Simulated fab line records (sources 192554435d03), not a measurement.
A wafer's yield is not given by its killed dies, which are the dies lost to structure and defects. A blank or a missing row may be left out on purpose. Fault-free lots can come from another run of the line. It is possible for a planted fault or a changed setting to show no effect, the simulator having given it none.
Matching of chambers ; flow n5-finfet ; N5_BEOL_M9_DEP_56 on pecvd-04 has 3 sister chambers
The step deposits SiCN from 3MS/NH3, target thk 15 nm, time 26.5 s. 6 wafers are shown with their chamber, then 11 later ones without.

== EACH WAFER AND ITS CHAMBER ==
wafer;chamber;throttle-valve-pct (%);showerhead-plenum-p-Torr (Torr)
L086.5;1;9.2;3.654
L086.6;0;9.2;3.649
L092.1;1;9.4;3.661
L092.2;2;9.4;3.657
L092.3;0;9.0;3.659
L094.2;2;9.2;3.659

== WAFERS WITHOUT THEIR CHAMBER ==
wafer;throttle-valve-pct (%);showerhead-plenum-p-Torr (Torr)
L094.3;9.1;3.656
L094.4;9.1;3.659
L093.2;9.2;3.665
L093.3;9.0;3.662
L093.4;9.2;3.662
L095.1;9.3;3.656
L095.4;9.2;3.662
L095.5;9.3;3.650
L096.1;9.5;3.663
L096.2;9.2;3.656
L096.4;9.1;3.657

== THE CHAMBER EACH PASSED THROUGH ==
wafer;from the rows above;in truth
L094.3;can't be placed: 0 or 1 or 2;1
L094.4;can't be placed: 0 or 2 or 1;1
L093.2;can't be placed: 2 or 1 or 0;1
L093.3;can't be placed: 0 or 2 or 1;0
L093.4;can't be placed: 2 or 1 or 0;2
L095.1;can't be placed: 1 or 2 or 0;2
L095.4;can't be placed: 2 or 1 or 0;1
L095.5;can't be placed: 1 or 2 or 0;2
L096.1;can't be placed: 2 or 1 or 0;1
L096.2;can't be placed: 1 or 2 or 0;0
L096.4;can't be placed: 0 or 1 or 2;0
Correctly placed: 0 of 11. These rows do not allow placing 11 (true chamber among the candidates in 11). Wrongly placed: 0.
How it was worked out, from the rows above alone: a wafer's distance from a chamber is the root of the sum, over the readings, of the square of ((its reading less the chamber's mean) divided by the reading's scatter). The wafer belongs to the nearest chamber; if the next one is less than 2 further off, it can't be placed. A chamber's mean is the mean of its shown wafers. The scatter is the square root of a quotient: the sum, over the shown wafers, of each reading's squared deviation from its chamber's mean, divided by wafers minus chambers.
